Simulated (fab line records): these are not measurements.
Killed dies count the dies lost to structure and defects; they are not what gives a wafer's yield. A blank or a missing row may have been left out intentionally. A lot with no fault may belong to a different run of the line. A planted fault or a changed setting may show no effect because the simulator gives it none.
What tool caused it? ; flow nand-harc ; 14 lots with 42 wafers sampled at 5 steps, on a route of 1159 steps

## WHAT THE GAUGES SHOWED, per wafer
NHARC_A_BONDPAD_OVL_MEAS_35. Usual: overlay-x-nm -1 nm, standard deviation 4.4; overlay-y-nm 1 nm, standard deviation 5.8.
lot;measured;on;overlay-x-nm (nm);overlay-y-nm (nm);flag
L946;day 18 01:50;overlay-01;0 0 0;-9 -10 -9;
L947;day 18 13:52;overlay-02;-2 -2 -1;1 1 0;
L949;day 18 11:44;overlay-02;-8 -8 -8;1 1 1;
L951;day 19 08:56;overlay-01;3 3 3;4 4 4;
L957;day 20 17:16;overlay-02;3 3;-1 -2;
L956;day 20 18:52;overlay-01;-3;4;
L958;day 21 03:31;overlay-02;-2 -2 -1;-11 -11 -10;
L962;day 21 13:32;overlay-01;3 3 3;10 10 11;
L964;day 22 09:53;overlay-02;-2 -3 -3;3 3 3;
L963;day 22 04:44;overlay-02;6 6 6;2 1 2;
L966;day 23 05:13;overlay-02;-7 -7 -7;4 4 4;
L967;day 23 04:30;overlay-02;-4 -4 -3;-1 -2 -2;
L969;day 23 00:21;overlay-01;-5 -5 -5;3 3 3;
L968;day 23 08:05;overlay-02;-1 -1 -1;4 4 4;

NHARC_END_SORT_01. Usual: killed-at-array 26, standard deviation 9.9; killed-at-other 0.8, standard deviation 1; killed-at-periphery 2.8, standard deviation 2.2; killed-dies 29, standard deviation 9.9; killed-open 3.2, standard deviation 1.8; killed-short 2.1, standard deviation 1.4.
lot;measured;on;killed-at-array;killed-at-other;killed-at-periphery;killed-dies;killed-open;killed-short;flag
L957;day 22 00:26;prober-02;43 30 31;0 2 0;1 645 3;44 677 34;3 0 4;1 1 0;OFF
L956;day 22 01:08;prober-01;15 19 18;1 0 0;661 1 659;677 20 677;3 2 1;2 3 0;OFF

## TOOL THAT RAN EACH LOT (tool first, then ch and the chambers of the sampled wafers, then the start)
lot;NHARC_P_GATE_DEVELOP_45;NHARC_A_M1_DEGAS_29;NHARC_THIN_TSV_CMP_21
L946;litho-track-02 ch 0, day 5 01:00;pvd-sputter-01, day 17 22:16;cmp-01 ch 1,2,3, day 18 21:56
L947;litho-track-02 ch 0, day 5 18:00;pvd-sputter-01, day 18 10:07;cmp-01 ch 2,3, day 19 15:15
L949;litho-track-05 ch 0, day 6 01:00;pvd-sputter-02, day 18 07:59;cmp-02 ch 0,1,3, day 19 09:13
L951;litho-track-03 ch 0, day 6 09:00;pvd-sputter-03, day 19 05:16;cmp-01 ch 0,2, day 20 11:58
L957;litho-track-05 ch 0, day 7 23:00;pvd-sputter-02, day 20 13:41;cmp-03 ch 0,2, day 21 14:00
L956;litho-track-05 ch 0, day 8 00:00;pvd-sputter-01, day 20 15:18;cmp-02 ch 2, day 21 15:11
L958;litho-track-03 ch 0, day 8 12:00;pvd-sputter-01, day 21 00:02;cmp-03 ch 0,2,3, day 22 02:59
L962;litho-track-02 ch 0, day 9 03:00;pvd-sputter-02, day 21 09:55;cmp-03 ch 0,2,3, day 22 09:08
L964;litho-track-03 ch 0, day 9 13:00;pvd-sputter-02, day 22 06:05;cmp-01 ch 2,3, day 23 03:23
L963;litho-track-03 ch 0, day 9 16:00;pvd-sputter-02, day 22 01:10;cmp-01 ch 1,2, day 23 02:23
L966;litho-track-03 ch 0, day 10 06:00;pvd-sputter-01, day 23 01:46;cmp-03 ch 0,1,2, day 24 04:30
L967;litho-track-03 ch 0, day 10 07:00;pvd-sputter-02, day 23 01:04;cmp-02 ch 1,2,3, day 24 03:18
L969;litho-track-03 ch 0, day 10 17:00;pvd-sputter-02, day 22 20:32;cmp-02 ch 1,3, day 23 20:58
L968;litho-track-05 ch 0, day 10 18:00;pvd-sputter-03, day 23 03:58;cmp-03 ch 1,2,3, day 24 05:40
- NHARC_P_GATE_DEVELOP_45: time 70 s.
- NHARC_A_M1_DEGAS_29: time 60 s.
- NHARC_THIN_TSV_CMP_21: polishes, t overpolish 30 s, target thk 2000 nm.

## WHAT THE TOOLS THEMSELVES READ (means of the sampled wafers that have a number; where no wafer has one, the mark that the record gives instead)
NHARC_A_M1_DEGAS_29. Usual: heater-power-w reads 336 W (standard deviation 32).
lot;tool;heater-power-w (W);flag
L946;pvd-sputter-01;355;
L947;pvd-sputter-01;312;
L949;pvd-sputter-02;318;
L951;pvd-sputter-03;310;
L957;pvd-sputter-02;320;
L956;pvd-sputter-01;317;
L958;pvd-sputter-01;328;
L962;pvd-sputter-02;318;
L964;pvd-sputter-02;342;
L963;pvd-sputter-02;327;
L966;pvd-sputter-01;377;
L967;pvd-sputter-02;346;
L969;pvd-sputter-02;327;
L968;pvd-sputter-03;302;

NHARC_THIN_TSV_CMP_21. Usual: motor-current-A 11.8 A, standard deviation 1.1; overpolish-run-s 29.999 s, standard deviation 0.008; retaining-ring-pressure-frac 1.000, standard deviation 0.0049.
lot;tool;motor-current-A (A);overpolish-run-s (s);retaining-ring-pressure-frac;flag
L946;cmp-01;10.6;29.994;0.999;
L947;cmp-01;10.8;29.998;0.998;
L949;cmp-02;12.7;30.007;0.999;
L951;cmp-01;10.7;30.000;1.001;
L957;cmp-03;11.6;29.985;0.996;
L956;cmp-02;11.7;30.013;1.000;
L958;cmp-03;12.2;30.003;1.001;
L962;cmp-03;11.9;29.993;1.006;
L964;cmp-01;10.2;29.991;0.995;
L963;cmp-01;10.5;30.000;0.993;
L966;cmp-03;12.2;30.001;0.999;
L967;cmp-02;12.4;29.994;0.996;
L969;cmp-02;12.9;30.001;0.997;
L968;cmp-03;12.1;30.001;1.001;

## THE ANSWER, worked out from the rows above alone
Rule: lot off if the mean of its wafers having a number is beyond 3 standard deviations from the usual mean. A lot without any number at a reading at which 4 lots or more have one is off too. All remaining lots with rows at the step are treated as sound. Order of review: gauges by route order, followed by the tools' own readings, for which a lot's mean as printed above is used. The first step at which some lot is off is used, and at that step the reading that is off furthest; a lot without a number counts as furthest.
Off, at NHARC_END_SORT_01 on killed-at-periphery: L957, L956. Neither off nor sound, because the step has no rows for them: L946, L947, L949, L951, L958, L962, L964, L963, L966, L967, L969, L968.
A tool fits if, at a process step before that reading, it ran every lot that is off, and no sound lot after the first of them. The gauges at NHARC_END_SORT_01 are tried like those tools. One fits: NHARC_P_GATE_DEVELOP_45 on litho-track-05. It ran no sound lot before its first lot that is off in this sample, so the start can't be narrowed down.

## WHAT THE SIMULATOR HAD INSERTED
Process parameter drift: litho-track-05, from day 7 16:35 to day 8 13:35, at NHARC_P_GATE_DEVELOP_45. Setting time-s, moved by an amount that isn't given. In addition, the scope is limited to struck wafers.
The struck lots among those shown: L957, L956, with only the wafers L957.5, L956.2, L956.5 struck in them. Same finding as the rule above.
